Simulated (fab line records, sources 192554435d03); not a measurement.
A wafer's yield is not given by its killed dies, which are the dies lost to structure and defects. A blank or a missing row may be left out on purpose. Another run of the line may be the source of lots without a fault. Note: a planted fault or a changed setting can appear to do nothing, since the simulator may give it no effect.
fab line records | flow n5_finfet
[record] lots = 11 wafers = 32 last_day = 21
route steps=1938 shown BEOL_M4@1108 BEOL_M5@1115 PASSIVATION@1936
lots untouched by any fault: they come from a run of this same line in which no faults occurred
start_h: hours from the record's first day to the start of the lot's first wafer shown | wait_h: hours from the lot's prior step to this one | " identical to the entry in the row above | L1.1+2: a single row standing in for several wafers | - value missing, or start not given | * or withheld: withheld | < > ~ a bound
route shown NAME@n: a module of which the file shows steps, and the number in the route of the first | usual: average and standard deviation across the fault-free wafers | same: alike in all rows | chamber/n: place in a boat | sites: each site's reading | _std_site: their standard deviation | _edge_site: mean of outer sites minus mean of inner sites | radius_mm: for every site, how far away it sits from the centre of the wafer | mask NAME#n: copy n | behind: tool/chamber where the wafer was last shaped | hold: the reason the lot was held/the length of the hold in hours/how it ended | device: transistor that didn't switch, given as n, p or np | end of line: tests of these same wafers at the route's end | a step without rows: its recipe alone | killed: dies that structure and defects cost at the first sort, which is not the same as the wafer's yield | map: the dies of a wafer, with x for killed, . for not killed, _ for no die there
set.NAME: the run value of the setting; set.NAME@STEP: its run value at that earlier step | model.NAME: the simulator's own value behind a step, which no gauge read
a sample of lots followed through the steps of the route, with each step as a table and each wafer as a row
services: a tool's chamber out of use, with start hour (start_h, from the record's first day; less than 0 if before it), hours out, and reason
[[steps]]
[step N5_BEOL_M4_DEP_57]
[recipe] material = SiCN target_thk_a = 80 temp_c = withheld precursor = 3MS/NH3 pressure_torr = 3 rf_w = 202 time_s = 14
[usual] showerhead_plenum_p_Torr = 3.663/0.0092 throttle_valve_pct = 9.1/0.7
// columns lot.wafer tool chamber start_h wait_h showerhead_plenum_p_Torr throttle_valve_pct
L594.2 pecvd-04 2 259.80 0.0 3.663 8.4
L594.3 " 0 " " 3.662 10.0
L594.5 " 0 " " 3.667 10.0
L593.2 pecvd-04 1 266.21 0.0 3.669 10.1
L593.4 " 1 " " 3.665 10.4
L593.6 " 0 " " 3.669 9.7
L592.2 pecvd-02 0 271.58 0.0 3.659 8.8
L592.4 " 0 " " 3.665 8.8
L597.2 pecvd-04 0 277.41 0.0 3.680 10.0
L597.4 " 2 " " 3.663 8.3
L597.5 " 0 " " 3.663 9.8
L599.3 pecvd-04 0 286.43 0.0 3.667 10.1
L599.4 " 2 " " 3.658 8.5
L599.6 " 1 " " 3.661 10.4
L600.2 pecvd-04 2 313.33 0.0 3.664 8.3
L600.3 " 0 " " 3.667 10.0
L600.6 " 1 " " 3.672 10.5
L602.2 pecvd-01 0 317.29 0.0 3.652 9.6
L602.3 " 1 " " 3.675 8.3
L602.4 " 1 " " 3.677 8.5
L606.1 pecvd-01 0 344.52 0.0 3.659 9.6
L606.2 " 2 " " 3.667 8.8
L606.4 " 2 " " 3.663 8.6
L611.2 pecvd-02 1 358.55 0.0 3.667 9.4
L611.3 " 2 " " 3.662 8.4
L611.4 " 0 " " 3.660 8.6
L613.1 pecvd-02 2 364.32 0.0 3.651 8.6
L613.2 " 1 " " 3.668 9.3
L613.5 " 2 " " 3.647 8.7
L610.2 pecvd-01 2 388.20 0.0 3.670 8.7
L610.3 " 0 " " 3.654 9.7
L610.6 " 2 " " 3.670 8.5
[step N5_BEOL_M5_PECVD_70]
[recipe] material = SiO2 target_thk_a = 160 temp_c = 400 precursor = TEOS/O2 pressure_torr = 5.5 rf_w = 450 teos_flow_sccm = 53.8 gas = O2 flow_sccm = 3000 time_s = 18
[usual] heater_power_w = 740/57 showerhead_plenum_p_Torr = 8.78/0.056 throttle_valve_pct = 22.9/1.8
// columns lot.wafer tool chamber start_h wait_h heater_power_w showerhead_plenum_p_Torr throttle_valve_pct
L594.2 pecvd-03 2 261.50 0.0 807 8.69 21.3
L594.3 " 1 " " 747 8.72 22.8
L594.5 " 0 " " 700 8.88 24.0
L593.2 pecvd-01 1 267.91 0.0 785 8.86 20.5
L593.4 " 2 " " 714 8.78 21.3
L593.6 " 0 " " 671 8.73 24.0
L592.2 pecvd-01 0 273.28 0.0 693 8.71 24.1
L592.4 " 1 " " 661 8.85 20.7
L597.2 pecvd-03 1 279.63 0.0 748 8.72 22.9
L597.4 " 1 " " 758 8.73 22.9
L597.5 " 0 " " 698 8.87 23.9
L599.3 pecvd-03 2 288.12 0.0 752 8.73 21.0
L599.4 " 1 " " 798 8.72 23.2
L599.6 " 2 " " 750 8.70 21.2
L600.2 pecvd-03 2 315.51 0.0 751 8.74 21.2
L600.3 " 1 " " 747 8.73 22.8
L600.6 " 2 " " 724 8.72 21.4
L602.2 pecvd-04 2 319.06 0.0 771 8.73 20.8
L602.3 " 0 " " 799 8.80 24.5
L602.4 " 1 " " 796 8.82 25.7
L606.1 pecvd-04 2 354.71 0.0 775 8.75 20.9
L606.2 " 0 " " 846 8.79 24.8
L606.4 " 0 " " 818 8.81 24.5
L611.2 pecvd-01 2 364.31 0.0 664 8.76 21.5
L611.3 " 1 " " 769 8.85 20.8
L611.4 " 2 " " 669 8.80 21.7
L613.1 pecvd-01 2 367.79 0.0 714 8.78 21.5
L613.2 " 1 " " 750 8.85 20.9
L613.5 " 0 " " 659 8.70 24.2
L610.2 pecvd-04 2 390.04 0.0 827 8.74 20.8
L610.3 " 1 " " 654 8.84 25.6
L610.6 " 2 " " 825 8.76 20.8
[step N5_BEOL_M5_CD_MEAS_11]
[recipe] target_cd_nm = 27.74 landing_energy_ev = 500 detector = se_inlens
[usual] cd_nm = 28.0/0.31
// columns lot.wafer tool chamber start_h wait_h cd_nm
L594.2 cd_sem-01 0 263.50 - 28.4
L594.3 " 0 " " 28.2
L594.5 " 0 " " 28.2
L593.2 cd_sem-01 0 271.83 - 28.2
L593.4 " 0 " " 28.1
L593.6 " 0 " " 28.2
L592.2 cd_sem-01 0 276.14 - 28.4
L592.4 " 0 " " 28.0
L597.2 cd_sem-02 0 280.38 - 27.2
L597.4 " 0 " " 27.7
L597.5 " 0 " " 27.3
L599.3 cd_sem-02 0 289.33 - 28.1
L599.4 " 0 " " 28.1
L599.6 " 0 " " 27.6
L600.2 cd_sem-03 0 317.27 - 27.6
L600.3 " 0 " " 28.0
L600.6 " 0 " " 27.6
L602.2 cd_sem-02 0 320.82 - 28.0
L602.3 " 0 " " 28.2
L602.4 " 0 " " 27.2
L606.1 cd_sem-02 0 355.54 - 28.4
L606.2 " 0 " " 28.1
L606.4 " 0 " " 28.6
L611.2 cd_sem-02 0 364.88 - 27.8
L611.3 " 0 " " 27.8
L611.4 " 0 " " 27.6
L613.1 cd_sem-02 0 370.22 - 28.2
L613.2 " 0 " " 28.5
L613.5 " 0 " " 28.0
L610.2 cd_sem-02 0 390.62 - 27.9
L610.3 " 0 " " 28.1
L610.6 " 0 " " 27.8
[step N5_BEOL_M5_ETCH_72]
[recipe] chemistry = N2/H2 target = underlayer target_depth_a = 65 mask_material = CAR-EUV time_s = 5.2 ion_energy_ev = 200 pressure_mtorr = 30 source_w = 840 bias_w = 150 n2_flow_sccm = 200 h2_flow_sccm = 200 ends = cleared
[usual] drypump_motor_current_A = 5.6/0.51 etch_rf_on_time_s = 5.25/0.19 oes_product_au = 0.66/0.076 rf_fwd_power_W = 819.4/2.6 rf_vpp_V = 525/3.1 showerhead_plenum_p_Torr = 2.57/0.1 throttle_valve_pct = 17.98/0.28
// columns lot.wafer tool chamber start_h wait_h drypump_motor_current_A etch_rf_on_time_s oes_product_au rf_fwd_power_W rf_hours_counter_h rf_vpp_V showerhead_plenum_p_Torr throttle_valve_pct
L594.2 rie_diel-05 0 263.96 0.0 5.0 5.37 0.60 817.4 197 520 2.41 17.96
L594.3 " 2 " " 6.1 5.10 0.65 815.6 148 526 2.68 18.07
L594.5 " 1 " " 5.6 5.36 0.59 821.7 - 525 2.63 18.17
L593.2 rie_diel-05 3 272.12 0.0 5.8 5.09 0.64 816.6 187 519 2.43 17.80
L593.4 " 1 " " 5.6 5.35 0.59 819.4 227 526 2.63 18.17
L593.6 " 3 " " 5.7 5.13 0.63 817.8 - 520 2.43 17.82
L592.2 rie_diel-05 0 276.30 0.0 5.0 5.33 0.59 819.6 199 518 2.41 17.97
L592.4 " 3 " " 5.7 5.14 0.63 817.6 188 522 2.43 17.83
L597.2 rie_diel-02 1 280.67 0.0 6.4 5.42 0.66 822.0 107 526 2.66 17.66
L597.4 " 0 " " 4.8 4.95 0.84 818.8 5 530 2.69 17.97
L597.5 " 1 " " 6.4 5.41 0.67 817.5 - 527 2.66 17.70
L599.3 rie_diel-02 3 289.49 0.0 5.7 5.45 0.66 820.9 107 520 2.49 18.55
L599.4 " 2 " " 5.0 5.61 0.57 822.3 242 527 2.61 17.94
L599.6 " 0 " " 4.8 5.06 0.83 819.5 - 527 2.69 17.96
L600.2 rie_diel-05 1 317.59 0.0 5.6 5.37 0.58 818.4 242 526 2.63 18.18
L600.3 " 3 " " 5.8 5.17 0.62 824.4 201 519 2.42 17.88
L600.6 " 0 " " 5.0 5.31 0.58 816.2 - 520 2.40 17.97
L602.2 rie_diel-02 1 320.98 0.0 6.4 6.83 0.57 611.0 119 579 2.66 17.69
L602.3 " 0 " " 4.9 5.05 0.79 822.9 18 529 2.69 17.97
L602.4 " 3 " " 5.7 5.42 0.66 816.8 - 524 2.48 18.55
L606.1 rie_diel-02 1 355.69 0.0 6.4 6.82 0.57 619.1 133 577 2.65 17.68
L606.2 " 3 " " 5.7 5.47 0.66 823.2 130 521 2.48 18.55
L606.4 " 2 " " 5.1 5.35 0.78 821.8 9 524 2.60 17.60
L611.2 rie_diel-05 0 365.04 0.0 5.0 5.24 0.59 816.6 225 521 2.40 18.01
L611.3 " 3 " " 5.8 5.24 0.60 818.6 218 520 2.42 17.88
L611.4 " 2 " " 6.1 5.16 0.62 819.3 - 527 2.66 18.12
L613.1 rie_diel-05 0 370.38 0.0 5.0 5.28 0.57 822.7 226 520 2.40 18.03
L613.2 " 3 " " 5.7 5.25 0.60 820.1 219 519 2.42 17.87
L613.5 " 0 " " 5.0 5.30 0.59 818.5 - 522 2.40 18.03
L610.2 rie_diel-06 3 390.77 0.0 6.1 4.96 0.75 822.3 66 526 2.57 17.80
L610.3 " 2 " " 5.6 5.12 0.78 820.8 21 523 2.48 17.34
L610.6 " 0 " " 5.8 5.47 0.62 817.5 - 523 2.54 18.26
[step N5_PASSIVATION_PROBE_49]
[usual] defect_limited_yield = 90.9/1.6 killed_at_M0_to_M3 = 37/11 killed_at_M4_up = 15/5.6 killed_at_contacts = 13/6.4 killed_at_front_end = 39/11 killed_at_other = 4/3.1 killed_dies = 107/19 killed_on_rim = 14/4.3 killed_open = 71/14 killed_short = 34/7.8 sort_bin_5_function = 5.3/1 sort_bin_6_memory = 3.4/0.72 sort_bin_8_speed = 0.0/0.42 sort_n_pass = 1072/20 sort_yield_pct = 90.9/1.7
[same] gross_dies = 1180 killed_at_back_side = 0 sort_bin_4_leakage[%] = 0
// columns lot.wafer tool chamber start_h wait_h defect_limited_yield[%] killed_at_M0_to_M3 killed_at_M4_up killed_at_contacts killed_at_front_end killed_at_other killed_dies killed_on_rim killed_open killed_short sort_bin_5_function[%] sort_bin_6_memory[%] sort_bin_8_speed[%] sort_n_pass sort_yield_pct[%]
L599.3 prober-01 - 406.32 0.1 90.4 43 9 12 37 12 113 14 81 30 6.1 3.3 0.2 1065 90.3
L599.4 prober-01 - 406.37 0.2 88.5 42 14 12 55 13 136 16 103 31 7.3 3.8 0 1044 88.5
L599.6 prober-01 - 406.47 0.3 90.3 35 7 25 43 4 114 11 85 28 5.2 4.2 0.2 1064 90.2
L600.2 prober-02 - 434.96 0.1 90.5 35 10 21 44 2 112 22 75 35 6.4 3.1 0.7 1060 89.8
L600.3 prober-02 - 435.01 0.1 92.5 31 13 12 28 4 88 10 53 34 4.8 2.4 0 1092 92.5
L600.6 prober-02 - 435.16 0.3 93.3 26 16 9 24 4 79 6 41 36 3.7 2.5 0 1101 93.3
L602.2 prober-01 - 450.60 0.1 90.4 26 17 8 60 2 113 12 78 33 5.4 4.0 0 1067 90.4
L602.3 prober-01 - 450.65 0.1 89.4 32 20 12 54 7 125 18 83 41 5.9 4.0 0 1055 89.4
L602.4 prober-01 - 450.70 0.2 88.8 39 15 20 49 9 132 14 85 46 6.1 4.9 0 1048 88.8
L606.1 prober-02 - 467.60 0.0 93.1 32 7 8 32 2 81 9 49 28 3.1 3.1 0 1099 93.1
L606.2 prober-02 - 467.65 0.1 94.7 21 12 11 17 2 63 7 40 23 3.3 1.7 0 1117 94.7
L606.4 prober-02 - 467.75 0.2 93.6 17 12 3 42 1 75 9 49 26 4.3 1.7 0 1105 93.6
L610.2 prober-02 - 494.88 0.1 85.6 67 14 36 47 6 170 23 121 48 9.0 4.8 0 1010 85.6
L610.3 prober-02 - 494.93 0.1 89.7 40 21 15 44 2 122 17 80 42 6.2 4.0 0 1058 89.7
L610.6 prober-02 - 495.08 0.3 90.4 39 21 22 30 1 113 17 83 30 6.3 3.0 0 1067 90.4
L611.2 prober-01 - 496.22 0.1 92.7 25 15 10 34 2 86 15 56 29 4.4 2.7 0 1094 92.7
L611.3 prober-01 - 496.27 0.1 90.5 36 11 10 52 3 112 9 72 38 5.9 3.2 0 1068 90.5
L611.4 prober-01 - 496.32 0.2 89.8 48 17 18 36 1 120 20 95 24 6.1 3.7 0 1060 89.8
// killed by level:class
L599.3 BEOL_M2:geometric_particle:open=15 FIN_SAQP:geometric_particle:open=13 MOL_CONTACT_COAG:geometric_particle:open=11 STI_FIN_REVEAL:geometric_particle:open=8 BEOL_M1:geometric_particle:open=8 FIN_SAQP:geometric_particle:short=6 BEOL_M0_SAQP:geometric_particle:open=5 BEOL_M3:geometric_particle:open=5
L599.4 STI_FIN_REVEAL:geometric_particle:open=25 FIN_SAQP:geometric_particle:open=15 MOL_CONTACT_COAG:geometric_particle:open=12 BEOL_M0_SAQP:geometric_particle:open=8 BEOL_M0_SAQP:geometric_particle:short=8 BEOL_M2:geometric_particle:open=6 BEOL_M0:geometric_particle:open=5 BEOL_M3:geometric_particle:open=5
L599.6 MOL_CONTACT_COAG:geometric_particle:open=21 STI_FIN_REVEAL:geometric_particle:open=12 BEOL_M2:geometric_particle:open=10 FIN_SAQP:geometric_particle:open=9 BEOL_M1:geometric_particle:open=9 DUMMY_GATE:geometric_particle:open=4 GATE_CUT:geometric_particle:short=4 MOL_CONTACT_COAG:geometric_particle:short=4
L600.2 MOL_CONTACT_COAG:geometric_particle:open=16 DUMMY_GATE:geometric_particle:open=9 BEOL_M0_SAQP:geometric_particle:open=9 FIN_SAQP:geometric_particle:open=8 BEOL_M0_SAQP:geometric_particle:short=8 FIN_SAQP:geometric_particle:short=7 STI_FIN_REVEAL:geometric_particle:open=7 BEOL_M2:geometric_particle:open=7
L600.3 MOL_CONTACT_COAG:geometric_particle:open=9 BEOL_M0_SAQP:geometric_particle:open=9 GATE_CUT:geometric_particle:short=7 BEOL_M2:geometric_particle:open=6 BEOL_M4:geometric_particle:open=6 GATE_CUT:geometric_particle:open=5 BEOL_M0_SAQP:geometric_particle:short=5 FIN_SAQP:geometric_particle:open=4
L600.6 MOL_CONTACT_COAG:geometric_particle:open=7 BEOL_M4:geometric_particle:open=7 FIN_SAQP:geometric_particle:short=6 GATE_CUT:geometric_particle:short=6 BEOL_M2:geometric_particle:open=6 BEOL_M3:geometric_particle:open=5 BEOL_M2:geometric_particle:short=4 BEOL_M0_SAQP:geometric_particle:short=4
L602.2 STI_FIN_REVEAL:geometric_particle:open=25 FIN_SAQP:geometric_particle:short=9 BEOL_M0_SAQP:geometric_particle:open=9 BEOL_M4:geometric_particle:open=9 BEOL_M0_SAQP:geometric_particle:short=8 FIN_SAQP:geometric_particle:open=6 MOL_CONTACT_COAG:geometric_particle:open=5 BEOL_M3:geometric_particle:open=5
L602.3 STI_FIN_REVEAL:geometric_particle:open=19 BEOL_M4:geometric_particle:open=13 BEOL_M0_SAQP:geometric_particle:short=10 BEOL_M0_SAQP:geometric_particle:open=9 STI_FIN_REVEAL:geometric_particle:short=7 MOL_CONTACT_COAG:geometric_particle:open=7 FIN_SAQP:geometric_particle:open=5 DUMMY_GATE:geometric_particle:open=5
L602.4 STI_FIN_REVEAL:geometric_particle:open=15 MOL_CONTACT_COAG:geometric_particle:open=15 FIN_SAQP:geometric_particle:open=12 FIN_SAQP:geometric_particle:short=10 BEOL_M0_SAQP:geometric_particle:open=10 BEOL_M0_SAQP:geometric_particle:short=9 BEOL_M4:geometric_particle:open=9 BEOL_M2:geometric_particle:open=8
L606.1 BEOL_M3:geometric_particle:open=10 BEOL_M1:geometric_particle:open=8 MOL_CONTACT_COAG:geometric_particle:open=6 FIN_SAQP:geometric_particle:open=5 GATE_CUT:geometric_particle:short=4 BEOL_M0_SAQP:geometric_particle:open=4 STARTING-WAFER:geometric_particle:short=4 ILD0:geometric_particle:open=3
L606.2 FIN_SAQP:geometric_particle:short=9 MOL_CONTACT_COAG:geometric_particle:open=9 BEOL_M2:geometric_particle:open=7 BEOL_M3:geometric_particle:open=4 BEOL_M4:geometric_particle:open=4 BEOL_M0:geometric_particle:open=3 BEOL_M1:geometric_particle:short=3 BEOL_M6:geometric_particle:open=3
L606.4 STI_FIN_REVEAL:geometric_particle:open=11 FIN_SAQP:geometric_particle:open=6 ILD0:geometric_particle:short=5 ILD0:geometric_particle:open=4 BEOL_M0:geometric_particle:open=4 BEOL_M2:geometric_particle:open=3 BEOL_M4:geometric_particle:open=3 BEOL_M5:geometric_particle:open=3
L610.2 MOL_CONTACT_COAG:geometric_particle:open=31 BEOL_M0_SAQP:geometric_particle:open=16 BEOL_M0_SAQP:geometric_particle:short=14 BEOL_M1:geometric_particle:open=13 BEOL_M2:geometric_particle:open=13 DUMMY_GATE:geometric_particle:open=9 FIN_SAQP:geometric_particle:short=8 STI_FIN_REVEAL:geometric_particle:open=8
L610.3 BEOL_M0_SAQP:geometric_particle:short=13 MOL_CONTACT_COAG:geometric_particle:open=13 BEOL_M0_SAQP:geometric_particle:open=13 GATE_CUT:geometric_particle:short=10 FIN_SAQP:geometric_particle:open=8 STI_FIN_REVEAL:geometric_particle:open=8 BEOL_M4:geometric_particle:open=8 BEOL_M2:geometric_particle:open=5
L610.6 MOL_CONTACT_COAG:geometric_particle:open=18 BEOL_M0_SAQP:geometric_particle:open=12 BEOL_M4:geometric_particle:open=11 FIN_SAQP:geometric_particle:open=9 DUMMY_GATE:geometric_particle:open=9 BEOL_M0_SAQP:geometric_particle:short=8 BEOL_M1:geometric_particle:short=5 BEOL_M2:geometric_particle:open=5
L611.2 STI_FIN_REVEAL:geometric_particle:open=10 BEOL_M3:geometric_particle:open=9 MOL_CONTACT_COAG:geometric_particle:open=8 BEOL_M4:geometric_particle:short=6 FIN_SAQP:geometric_particle:open=5 BEOL_M0_SAQP:geometric_particle:short=5 STI_FIN_REVEAL:geometric_particle:short=3 DUMMY_GATE:geometric_particle:open=3
L611.3 STI_FIN_REVEAL:geometric_particle:open=16 BEOL_M3:geometric_particle:open=9 STI_FIN_REVEAL:geometric_particle:short=7 MOL_CONTACT_COAG:geometric_particle:open=7 BEOL_M0_SAQP:geometric_particle:short=6 FIN_SAQP:geometric_particle:open=5 GATE_CUT:geometric_particle:short=5 BEOL_M0:geometric_particle:open=5
L611.4 MOL_CONTACT_COAG:geometric_particle:open=16 BEOL_M3:geometric_particle:open=14 STI_FIN_REVEAL:geometric_particle:open=12 BEOL_M0_SAQP:geometric_particle:open=10 BEOL_M4:geometric_particle:open=8 FIN_SAQP:geometric_particle:open=7 DUMMY_GATE:geometric_particle:open=6 BEOL_M0_SAQP:geometric_particle:short=6
[[services]]
// columns tool chamber start_h hours kind
rie_diel-02 0 239.75 - clean
rie_diel-02 0 239.75 - consumable_replace:focus_ring
rie_diel-02 0 239.75 - consumable_replace:showerhead
rie_diel-02 0 239.75 23.9 scheduled_down
rie_diel-02 0 239.75 23.9 vent_cycle
pecvd-03 - 241.91 1.2 repair
rie_diel-06 - 246.41 0.3 repair
pecvd-04 2 249.09 9.0 repair
rie_diel-06 3 272.62 3.0 repair
pecvd-03 - 274.63 2.8 pm
rie_diel-05 0 278.72 5.3 repair
pecvd-03 - 281.93 0.7 repair
rie_diel-06 0 285.76 6.9 repair
rie_diel-02 2 317.30 - clean
pecvd-01 1 332.90 2.1 scheduled_down
pecvd-04 1 338.79 16.5 scheduled_down
rie_diel-05 0 344.40 2.8 repair
rie_diel-05 1 347.18 - clean
rie_diel-05 1 347.18 - consumable_replace:esc
rie_diel-05 1 347.18 - consumable_replace:focus_ring
rie_diel-05 1 347.18 37.7 scheduled_down
rie_diel-05 1 347.18 37.7 vent_cycle
pecvd-03 1 352.44 2.7 repair
rie_diel-02 1 367.74 5.0 repair
[[key]]
[first_sign] step = N5_BEOL_M5_ETCH_72 reading = rf_fwd_power_W direction = down sigmas = 78 usual = * struck = *
[effect] step = N5_BEOL_M5_ETCH_72 reading = rf_vpp_V direction = up sigmas = 17 usual = 525 struck = 578
met_at N5_BEOL_M5_ETCH_72
struck_lots L602,L606
struck_wafers L602.2,L606.1
not_acting_at N5_BEOL_M4_DEP_57,N5_BEOL_M5_PECVD_70,N5_BEOL_M5_CD_MEAS_11
onset_between 280.67 320.98
[fault] kind = process_parameter_drift tool = rie_diel-02 chamber = 1 onset_h = 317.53 steps = N5_BEOL_M5_ETCH_72 channel = source_w offset = -201.6 shape = step end_h = 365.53 acts_in = these_recipes_only stated = 840
